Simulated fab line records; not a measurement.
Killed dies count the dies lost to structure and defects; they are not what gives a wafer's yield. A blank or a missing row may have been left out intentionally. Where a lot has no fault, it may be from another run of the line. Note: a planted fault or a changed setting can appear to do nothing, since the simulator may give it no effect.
Matching of chambers + flow n5 finfet + 4 sister chambers for N5_GATE_CUT_SAC_CAP_01 on ald sin-03
The step material SiNx, target thk 24 nm, pulse time 1 s, ald cycles 480. 4 wafers are shown with their chamber, then 8 later ones without.

WAFERS, EACH WITH ITS CHAMBER
| wafer  | chamber | heater power w (W) |
|--------|---------|--------------------|
| L080.4 | 0       | 845                |
| L083.1 | 2       | 834                |
| L083.5 | 3       | 903                |
| L089.2 | 1       | 758                |

WAFERS WITH NO CHAMBER GIVEN
| wafer  | heater power w (W) |
|--------|--------------------|
| L089.5 | 749                |
| L089.6 | 819                |
| L093.3 | 859                |
| L093.5 | 794                |
| L093.6 | 718                |
| L096.1 | 817                |
| L096.5 | 934                |
| L096.6 | 824                |

WHICH CHAMBER EACH ONE RAN IN
| wafer  | from the rows above          | in truth |
|--------|------------------------------|----------|
| L089.5 | 1                            | 1        |
| L089.6 | can't be placed: 2 or 0 or 1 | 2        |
| L093.3 | can't be placed: 0 or 2 or 3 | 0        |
| L093.5 | can't be placed: 1 or 2 or 0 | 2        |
| L093.6 | 1                            | 1        |
| L096.1 | can't be placed: 2 or 0 or 1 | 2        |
| L096.5 | 3                            | 3        |
| L096.6 | can't be placed: 2 or 0      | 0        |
Placed correctly: 3 of 8. From these rows, 5 cannot be placed; in 5 the true chamber is one of the candidates. Number placed wrongly: 0.
How it was worked out, from the rows above alone: a wafer's distance from a chamber is the root of the sum, over the readings, of the square of ((its reading less the chamber's mean) divided by the reading's scatter). The wafer belongs to the nearest chamber; if the next one is less than 2 further off, it can't be placed. A chamber's mean is the mean of its shown wafers. The scatter: with one shown wafer a chamber, the root of the mean of the squares of how far each hidden wafer lies from its nearest shown one.
